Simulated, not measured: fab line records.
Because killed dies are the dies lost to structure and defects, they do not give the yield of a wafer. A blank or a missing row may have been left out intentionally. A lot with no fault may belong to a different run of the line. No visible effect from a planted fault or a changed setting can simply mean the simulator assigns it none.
fab line records -- flow nandHarc
record lots=6, wafers=18, lastDay=24
route steps=1159 shown P_CONTACT@248 P_M0@253
lots that met no fault: from a run of the same line without faults
startH: hours from the record's opening day to when the first of the lot's shown wafers began -- waitH: hours from the lot's prior step to this one -- " the same as in the row above -- L1.1+2: a row that stands for several wafers -- - no value, or no start given -- * or withheld: withheld -- < > ~ a bound
route shown NAME@n: NAME is a module with steps in the file, n the number in the route of the first one -- usual: average and standard deviation across the fault-free wafers -- same: alike in all rows -- chamber/n: place in a boat -- sites: per-site readings -- _std_site: the values' standard deviation -- _edge_site: inner sites' mean taken away from outer sites' mean -- radiusMm: how far each site lies from the wafer's centre -- mask NAME#n: copy n -- behind: the tool/chamber that last shaped the wafer -- hold: reason for holding the lot/hours on hold/outcome of the hold -- device: the transistor (n, p or np) that didn't switch -- end of line: the same wafers' tests at the end of the route -- for a step that has no rows: nothing shown but its recipe -- killed: at the first sort, the dies lost to defects and structure; wafer yield is something else -- map: a wafer's dies, x killed, . not, _ none there
set.NAME: the setting as run; set.NAME@STEP: as run at that earlier step -- model.NAME: the simulator's own value behind a step, which no gauge read
a table for each step, a row for each wafer; lots at some steps of the route
services: a tool's chamber out of use, with start hour (startH, from the record's first day; less than 0 if before it), hours out, and reason
## steps
# step NHARC_P_CONTACT_CVD_23
# recipe targetThkA=2000, tempC=300, pressureTorr=40, wf6FlowSccm=40, h2FlowSccm=1600, arFlowSccm=1560, timeS=557, material=W
# usual heaterPowerW=475/54, throttleValvePct=8.01/0.25
lot.wafer,tool,chamber,startH,waitH,heaterPowerW,throttleValvePct
L511.3,cvdW-02,1,-,-,362,8.04
L511.4,cvdW-02,0,-,-,544,7.77
L511.6,cvdW-02,1,-,-,365,8.02
L522.3,cvdW-01,1,-,-,501,7.99
L522.6,cvdW-01,0,-,-,469,7.92
L522.5,cvdW-01,1,-,-,492,8.44
L527.4,cvdW-01,0,-,-,471,7.90
L527.6,cvdW-01,1,-,-,485,8.08
L527.5,cvdW-01,0,-,-,476,7.72
L529.1,cvdW-01,1,-,-,497,8.26
L529.3,cvdW-01,1,-,-,495,8.25
L529.5,cvdW-01,0,-,-,484,8.05
L530.2,cvdW-01,0,-,-,486,7.92
L530.1,cvdW-01,1,-,-,495,8.49
L530.5,cvdW-01,0,-,-,482,7.98
L531.4,cvdW-01,1,-,-,489,8.43
L531.6,cvdW-01,1,-,-,497,8.41
L531.5,cvdW-01,0,-,-,484,7.60
# step NHARC_P_CONTACT_CMP_24
# recipe tOverpolishS=30, targetThkNm=200
# usual motorCurrentA=12.2/1.2, overpolishRunS=30.000/0.01, timeToEndpointS=40.3/2.1
lot.wafer,tool,chamber,startH,waitH,motorCurrentA,overpolishRunS,timeToEndpointS
L511.3,cmp-04,3,119.43,0.4,13.1,30.001,39.9
L511.4,cmp-04,1,119.43,0.4,11.7,30.012,40.5
L511.6,cmp-04,3,119.43,0.4,13.2,30.012,41.2
L522.3,cmp-04,2,193.21,0.3,11.9,30.000,42.5
L522.6,cmp-04,1,193.21,0.3,11.7,29.991,39.5
L522.5,cmp-04,2,193.21,0.3,12.4,30.017,40.6
L527.4,cmp-02,2,215.79,0.3,10.5,29.989,38.1
L527.5,cmp-02,0,215.79,0.3,13.4,30.007,43.2
L527.6,cmp-02,1,215.79,0.3,11.9,30.008,41.7
L529.1,cmp-04,1,231.80,0.6,11.3,30.011,42.5
L529.3,cmp-04,0,231.80,0.6,11.9,29.994,41.3
L529.5,cmp-04,1,231.80,0.6,11.9,29.996,42.0
L530.2,cmp-02,3,236.69,0.6,14.5,30.015,39.1
L530.1,cmp-02,1,236.69,0.6,12.2,29.991,40.8
L530.5,cmp-02,3,236.69,0.6,14.3,30.000,39.4
L531.4,cmp-03,0,243.91,0.4,9.5,30.004,41.6
L531.5,cmp-03,3,243.91,0.4,12.5,29.993,42.6
L531.6,cmp-03,0,243.91,0.4,10.0,29.991,42.1
# step NHARC_P_CONTACT_SRD_26
# step NHARC_P_CONTACT_INSPECT_27
# usual rawDefectCount=315/140
lot.wafer,tool,chamber,startH,waitH,rawDefectCount
L511.3,defectInspect-01,-,119.84,0.1,348
L511.4,defectInspect-01,-,119.84,0.1,451
L511.6,defectInspect-01,-,119.84,0.1,280
L522.3,defectInspect-02,-,193.59,0.1,192
L522.5,defectInspect-02,-,193.59,0.1,171
L522.6,defectInspect-02,-,193.59,0.1,176
L527.4,defectInspect-02,-,216.15,0.1,297
L527.5,defectInspect-02,-,216.15,0.1,207
L527.6,defectInspect-02,-,216.15,0.1,269
L529.1,defectInspect-01,-,232.20,0.1,274
L529.3,defectInspect-01,-,232.20,0.1,351
L529.5,defectInspect-01,-,232.20,0.1,241
L530.1,defectInspect-02,-,237.09,0.1,371
L530.2,defectInspect-02,-,237.09,0.1,630
L530.5,defectInspect-02,-,237.09,0.1,644
L531.4,defectInspect-01,-,244.28,0.1,653
L531.5,defectInspect-01,-,244.28,0.1,296
L531.6,defectInspect-01,-,244.28,0.1,497
# step NHARC_P_M0_DEP_00
# recipe targetThkA=1500, targetThkNm=150, tempC=withheld, pressureTorr=5, flowSccm=200, rfW=600, material=SiOC
# step NHARC_P_M0_DEHYDRATE_01
# recipe tempC=150, timeS=120
# step NHARC_P_M0_HMDS_02
# recipe timeS=30
# step NHARC_P_M0_COAT_33
# recipe tempC=200, timeS=65
# step NHARC_P_M0_COAT_03
# recipe spinRpm=1500, resistThkNm=90
# step NHARC_P_M0_SOFTBAKE_04
# recipe tempC=105, timeS=55
# step NHARC_P_M0_EBR_05
# step NHARC_P_M0_EXPOSE_06
# recipe na=1.35, targetCdNm=90, doseMj=81.28, maskId=P_M0
# usual exposureDoseMJCm2=81.24/0.096, focusOffsetNm=0.0/0.52
lot.wafer,tool,chamber,startH,waitH,mask,exposureDoseMJCm2,focusOffsetNm
L511.3,arfiScanner-02,0,120.75,-,P_M0#0,81.24,0.1
L511.4,arfiScanner-02,0,120.75,-,P_M0#0,81.19,0.4
L511.6,arfiScanner-02,0,120.75,-,P_M0#0,81.19,-0.4
L522.3,arfiScanner-03,0,194.37,-,P_M0#0,81.26,0.4
L522.5,arfiScanner-03,0,194.37,-,P_M0#0,81.18,-0.4
L522.6,arfiScanner-03,0,194.37,-,P_M0#0,81.06,0.0
L527.4,arfiScanner-03,0,216.92,-,P_M0#0,103.90,-0.6
L527.5,arfiScanner-03,0,216.92,-,P_M0#0,103.90,-0.1
L527.6,arfiScanner-03,0,216.92,-,P_M0#0,103.83,-0.7
L529.1,arfiScanner-03,0,232.96,-,P_M0#0,99.40,0.0
L529.3,arfiScanner-03,0,232.96,-,P_M0#0,99.24,-0.2
L529.5,arfiScanner-03,0,232.96,-,P_M0#0,99.44,0.7
L530.1,arfiScanner-01,0,237.85,-,P_M0#0,81.11,0.1
L530.2,arfiScanner-01,0,237.85,-,P_M0#0,81.13,0.8
L530.5,arfiScanner-01,0,237.85,-,P_M0#0,81.07,-0.2
L531.4,arfiScanner-02,0,245.06,-,P_M0#0,81.15,-0.6
L531.5,arfiScanner-02,0,245.06,-,P_M0#0,81.05,-0.5
L531.6,arfiScanner-02,0,245.06,-,P_M0#0,81.20,1.1
# step NHARC_P_M0_PEB_07
# recipe pebTempC=100, pebTimeS=65
# step NHARC_P_M0_DEVELOP_08
# recipe developTimeS=35, devTempC=23
# step NHARC_P_M0_CD_MEAS_09
# recipe targetCdNm=90, landingEnergyEv=500
# usual cdNm=89.7/0.51
# same landingEnergyEv=500
lot.wafer,tool,chamber,startH,waitH,cdNm
L511.3,cdSem-03,0,120.89,-,89.6
L511.4,cdSem-03,0,120.89,-,89.2
L511.6,cdSem-03,0,120.89,-,89.2
L522.3,cdSem-02,0,194.50,-,88.9
L522.5,cdSem-02,0,194.50,-,89.9
L522.6,cdSem-02,0,194.50,-,89.4
L527.4,cdSem-02,0,217.06,-,105.1
L527.5,cdSem-02,0,217.06,-,105.2
L527.6,cdSem-02,0,217.06,-,105.1
L529.1,cdSem-01,0,233.10,-,102.3
L529.3,cdSem-01,0,233.10,-,103.0
L529.5,cdSem-01,0,233.10,-,102.9
L530.1,cdSem-03,0,237.99,-,89.5
L530.2,cdSem-03,0,237.99,-,90.0
L530.5,cdSem-03,0,237.99,-,90.2
L531.4,cdSem-02,0,245.19,-,90.0
L531.5,cdSem-02,0,245.19,-,89.6
L531.6,cdSem-02,0,245.19,-,90.1
# step NHARC_P_M0_OVL_MEAS_10
# recipe pitchNm=180
# usual overlayXNm=-0.1/0.69, overlayYNm=-0.1/0.8
lot.wafer,tool,chamber,startH,waitH,overlayXNm,overlayYNm
L511.3,overlay-01,-,120.99,-,-0.8,-0.4
L511.4,overlay-01,-,120.99,-,-0.4,-0.6
L511.6,overlay-01,-,120.99,-,-0.9,-0.6
L522.3,overlay-01,-,194.59,-,0.6,-0.5
L522.5,overlay-01,-,194.59,-,1.3,-0.4
L522.6,overlay-01,-,194.59,-,0.8,-0.8
L527.4,overlay-01,-,217.15,-,-0.1,-0.4
L527.5,overlay-01,-,217.15,-,0.1,-0.8
L527.6,overlay-01,-,217.15,-,-0.3,-0.6
L529.1,overlay-01,-,233.19,-,0.4,-0.8
L529.3,overlay-01,-,233.19,-,-0.6,-0.4
L529.5,overlay-01,-,233.19,-,-0.8,-0.5
L530.1,overlay-02,-,238.08,-,-0.7,0.2
L530.2,overlay-02,-,238.08,-,-0.4,0.2
L530.5,overlay-02,-,238.08,-,-0.4,0.0
L531.4,overlay-02,-,245.28,-,0.0,0.7
L531.5,overlay-02,-,245.28,-,0.0,0.6
L531.6,overlay-02,-,245.28,-,0.2,0.6
# step NHARC_P_M0_INSPECT_11
# usual rawDefectCount=4.0/2.9
lot.wafer,tool,chamber,startH,waitH,rawDefectCount
L511.3,defectInspect-02,-,121.03,0.0,5
L511.4,defectInspect-02,-,121.03,0.0,3
L511.6,defectInspect-02,-,121.03,0.0,7
L522.3,defectInspect-02,-,194.63,0.0,4
L522.5,defectInspect-02,-,194.63,0.0,4
L522.6,defectInspect-02,-,194.63,0.0,1
L527.4,defectInspect-02,-,217.19,0.0,14
L527.5,defectInspect-02,-,217.19,0.0,13
L527.6,defectInspect-02,-,217.19,0.0,17
L529.1,defectInspect-02,-,233.23,0.0,2
L529.3,defectInspect-02,-,233.23,0.0,4
L529.5,defectInspect-02,-,233.23,0.0,5
L530.1,defectInspect-02,-,238.12,0.0,3
L530.2,defectInspect-02,-,238.12,0.0,6
L530.5,defectInspect-02,-,238.12,0.0,1
L531.4,defectInspect-01,-,245.31,0.0,3
L531.5,defectInspect-01,-,245.31,0.0,3
L531.6,defectInspect-01,-,245.31,0.0,4
# step NHARC_P_M0_DESCUM_14
# recipe timeS=3, o2FlowSccm=200, arFlowSccm=0, biasPowerW=0, chemistry=O2
# usual drypumpMotorCurrentA=5.7/0.47, oesProductAu=0.999/0.0084, rfVppV=57.8/0.94, showerheadPlenumPTorr=1.94/0.098, throttleValvePct=11.313/0.0092
lot.wafer,tool,chamber,startH,waitH,drypumpMotorCurrentA,oesProductAu,rfHoursCounterH,rfVppV,showerheadPlenumPTorr,throttleValvePct,model.P_M0.cdNm
L511.3,rieDiel-04,3,121.08,0.1,5.7,0.996,0,57.3,1.96,11.322,89.29
L511.4,rieDiel-04,0,121.08,0.1,5.6,0.994,0,57.7,1.91,11.311,89.18
L511.6,rieDiel-04,3,121.08,0.1,5.7,0.996,-,59.2,1.96,11.309,89.41
L522.3,rieDiel-03,0,194.69,0.1,5.2,1.001,9,56.7,1.86,11.303,88.78
L522.6,rieDiel-03,3,194.69,0.1,5.5,1.000,-,59.3,2.07,11.316,88.88
L522.5,rieDiel-03,0,194.69,0.1,5.2,0.987,-,55.3,1.86,11.329,89.57
L527.4,rieDiel-04,3,217.27,0.1,5.7,1.005,8,56.1,1.96,11.334,105.2
L527.6,rieDiel-04,1,217.27,0.1,5.4,1.005,-,57.2,1.87,11.320,105.5
L527.5,rieDiel-04,2,217.27,0.1,6.3,0.997,-,59.0,1.97,11.321,104.9
L529.3,rieDiel-04,2,233.30,0.1,6.2,1.009,9,58.7,1.97,11.307,102.8
L529.1,rieDiel-04,0,233.30,0.1,5.6,1.009,10,57.8,1.90,11.326,102.2
L529.5,rieDiel-04,2,233.30,0.1,6.2,1.007,-,57.5,1.97,11.306,102.5
L530.2,rieDiel-04,1,238.18,0.1,5.4,0.996,9,57.9,1.87,11.308,90.03
L530.1,rieDiel-04,3,238.18,0.1,5.7,0.994,10,58.7,1.96,11.318,89.54
L530.5,rieDiel-04,1,238.18,0.1,5.4,1.012,-,58.2,1.87,11.319,89.96
L531.4,rieDiel-04,2,245.40,0.1,6.3,0.998,10,56.7,1.97,11.320,90.64
L531.6,rieDiel-04,3,245.40,0.1,5.7,0.996,-,58.3,1.96,11.314,90.26
L531.5,rieDiel-04,0,245.40,0.1,5.6,0.994,-,58.2,1.90,11.304,90.22
# step NHARC_P_M0_ETCH_34
# recipe targetDepthA=400, overetchA=120, timeS=43.94, ionEnergyEv=200, n2FlowSccm=150, h2FlowSccm=150, arFlowSccm=0, rfW=400, biasW=150, chemistry=N2/H2
# usual drypumpMotorCurrentA=5.7/0.48, h2FlowSccm=149.9/0.47, oesProductAu=0.998/0.0073, rfFwdPowerW=394.6/2.2, rfVppV=431.1/2.9, showerheadPlenumPTorr=2.06/0.11, throttleValvePct=14.173/0.0086
lot.wafer,tool,chamber,startH,waitH,drypumpMotorCurrentA,h2FlowSccm,oesProductAu,rfFwdPowerW,rfHoursCounterH,rfVppV,showerheadPlenumPTorr,throttleValvePct
L511.3,rieDiel-04,1,121.17,0.1,5.4,150.0,1.001,392.8,0,429.4,2.00,14.179
L511.4,rieDiel-04,0,121.17,0.1,5.7,150.2,0.987,396.1,0,430.1,2.03,14.171
L511.6,rieDiel-04,1,121.17,0.1,5.4,149.6,1.000,390.5,-,428.1,2.00,14.184
L522.3,rieDiel-03,1,194.78,0.1,5.2,149.9,0.992,391.6,9,426.8,1.91,14.176
L522.5,rieDiel-03,3,194.78,0.1,5.4,150.1,0.984,395.9,-,434.3,2.21,14.160
L522.6,rieDiel-03,0,194.78,0.1,5.2,150.5,0.999,395.7,-,427.8,1.98,14.176
L527.4,rieDiel-04,3,217.34,0.1,5.7,149.9,0.998,396.4,8,431.0,2.09,14.172
L527.5,rieDiel-04,2,217.34,0.1,6.2,150.0,0.993,396.0,-,432.2,2.11,14.181
L527.6,rieDiel-04,3,217.34,0.1,5.7,149.7,1.001,396.0,-,431.8,2.09,14.172
L529.1,rieDiel-04,3,233.37,0.1,5.7,150.1,0.991,393.3,9,431.7,2.09,14.179
L529.3,rieDiel-04,1,233.37,0.1,5.4,149.8,1.005,390.7,9,429.8,1.99,14.178
L529.5,rieDiel-04,0,233.37,0.1,5.6,149.9,0.993,395.4,-,431.1,2.03,14.175
L530.1,rieDiel-04,2,238.27,0.1,6.3,149.3,0.995,396.8,9,432.8,2.11,14.166
L530.2,rieDiel-04,3,238.27,0.1,5.7,149.8,0.997,394.1,10,430.6,2.09,14.163
L530.5,rieDiel-04,2,238.27,0.1,6.3,149.6,0.991,394.9,-,432.9,2.11,14.179
L531.4,rieDiel-04,2,245.47,0.1,6.2,150.1,0.993,395.1,10,430.9,2.11,14.180
L531.6,rieDiel-04,0,245.47,0.1,5.7,149.6,0.997,395.8,-,429.4,2.03,14.178
L531.5,rieDiel-04,1,245.47,0.1,5.4,149.8,0.991,391.1,-,429.4,1.99,14.160
# step NHARC_P_M0_ETCH_15
# recipe targetDepthA=1500, overetchA=150, timeS=82.5, c4f8FlowSccm=withheld, arFlowSccm=400, rfW=600, biasW=300, chemistry=C4F8/Ar
# usual oesProductAu=0.954/0.023, rfFwdPowerW=595.1/2.5, rfVppV=441.5/2.9
lot.wafer,tool,chamber,startH,waitH,oesProductAu,rfFwdPowerW,rfHoursCounterH,rfVppV,model.P_M0.cdNm
L511.3,rieDiel-04,3,-,-,0.961,593.2,0,443.2,89.41
L511.4,rieDiel-04,0,-,-,0.965,595.8,0,440.9,89.45
L511.6,rieDiel-04,3,-,-,0.956,596.1,-,442.4,89.66
L522.3,rieDiel-03,1,-,-,0.924,591.9,9,438.9,89.02
L522.6,rieDiel-03,1,-,-,0.919,591.9,-,438.1,88.92
L522.5,rieDiel-03,2,-,-,0.916,592.3,-,435.4,89.84
L527.4,rieDiel-04,2,-,-,0.966,597.0,8,442.0,105
L527.6,rieDiel-04,2,-,-,0.966,596.1,-,442.2,105.4
L527.5,rieDiel-04,3,-,-,0.980,594.6,-,441.8,104.9
L529.3,rieDiel-04,3,-,-,0.935,594.3,9,441.0,103
L529.1,rieDiel-04,2,-,-,0.920,600.4,9,444.1,101.9
L529.5,rieDiel-04,3,-,-,0.924,594.0,-,442.6,102.7
L530.1,rieDiel-04,3,-,-,0.916,592.7,10,441.1,89.11
L530.2,rieDiel-04,2,-,-,0.930,597.8,9,443.8,89.6
L530.5,rieDiel-04,0,-,-,0.919,595.3,-,440.0,89.54
L531.4,rieDiel-04,1,-,-,0.925,592.8,10,438.8,90.62
L531.6,rieDiel-04,1,-,-,0.927,589.5,-,440.0,90.33
L531.5,rieDiel-04,2,-,-,0.933,599.7,-,442.0,90.33
# step NHARC_P_M0_CD_MEAS_16
# usual cdNm=89.7/0.6
lot.wafer,tool,chamber,startH,waitH,cdNm
L511.3,cdSem-01,-,121.39,-,89.6
L511.4,cdSem-01,-,121.39,-,89.2
L511.6,cdSem-01,-,121.39,-,89.5
L522.3,cdSem-01,-,194.99,-,89.3
L522.5,cdSem-01,-,194.99,-,90.1
L522.6,cdSem-01,-,194.99,-,89.1
L527.4,cdSem-02,-,217.56,-,105.4
L527.5,cdSem-02,-,217.56,-,104.8
L527.6,cdSem-02,-,217.56,-,105.6
L529.1,cdSem-01,-,233.59,-,101.7
L529.3,cdSem-01,-,233.59,-,103.1
L529.5,cdSem-01,-,233.59,-,102.7
L530.1,cdSem-03,-,238.53,-,89.1
L530.2,cdSem-03,-,238.53,-,89.6
L530.5,cdSem-03,-,238.53,-,89.6
L531.4,cdSem-03,-,245.68,-,90.7
L531.5,cdSem-03,-,245.68,-,90.3
L531.6,cdSem-03,-,245.68,-,90.1
## services
tool,chamber,startH,hours,kind
cmp-04,-,105.17,4.0,pm
rieDiel-04,-,111.90,9.0,pm
cvdW-01,-,115.39,13.0,pm
arfiScanner-03,-,119.63,0.6,repair
arfiScanner-03,-,120.86,7.3,repair
cmp-02,-,128.50,4.0,pm
cmp-02,-,134.29,1.5,repair
arfiScanner-03,-,140.01,4.0,pm
arfiScanner-03,-,144.65,7.6,repair
cmp-02,-,145.79,3.1,repair
rieDiel-04,-,156.17,0.5,repair
arfiScanner-03,-,164.59,0.7,repair
cmp-02,-,173.00,0.4,repair
arfiScanner-02,-,181.01,9.7,repair
cmp-04,-,181.05,0.7,repair
arfiScanner-03,-,194.76,0.8,repair
cmp-02,-,195.89,4.7,repair
cmp-04,-,203.17,4.0,pm
arfiScanner-03,-,210.29,0.5,repair
rieDiel-03,-,215.30,9.0,pm
cmp-02,-,226.50,4.0,pm
cmp-02,-,233.37,2.2,repair
rieDiel-04,1,240.22,2.9,repair
cmp-04,-,242.97,0.8,repair
## key
firstSign step=NHARC_P_M0_EXPOSE_06, reading=exposureDoseMJCm2, direction=up, sigmas=99+, usual=81.24, struck=101.62
effect step=NHARC_P_M0_CD_MEAS_09, reading=cdNm, direction=up, sigmas=28, usual=89.7, struck=103.9, through=controlLoop
effect step=NHARC_P_M0_CD_MEAS_16, reading=cdNm, direction=up, sigmas=24, usual=89.7, struck=103.9, through=controlLoop
modelEffect step=NHARC_P_M0_DESCUM_14, value=P_M0.cdNm, without=90.07, struck=103.8
modelEffect step=NHARC_P_M0_ETCH_15, value=P_M0.cdNm, without=90.04, struck=103.8
metAt NHARC_P_M0_EXPOSE_06
struckWafers L527.4,L527.5,L527.6,L529.1,L529.3,L529.5
loopTrim step=NHARC_P_M0_EXPOSE_06, setting=dose, lots=L529
onsetBetween 194.37 216.92
fault kind=processParameterDrift, tool=arfiScanner-03, chamber=-, onsetH=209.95, steps=NHARC_P_M0_EXPOSE_06, channel=doseMj, offset=22.559, shape=step, actsIn=theseRecipesOnly, stated=81.28
# loopTrim: a control loop set the setting to another value than it would have without faults
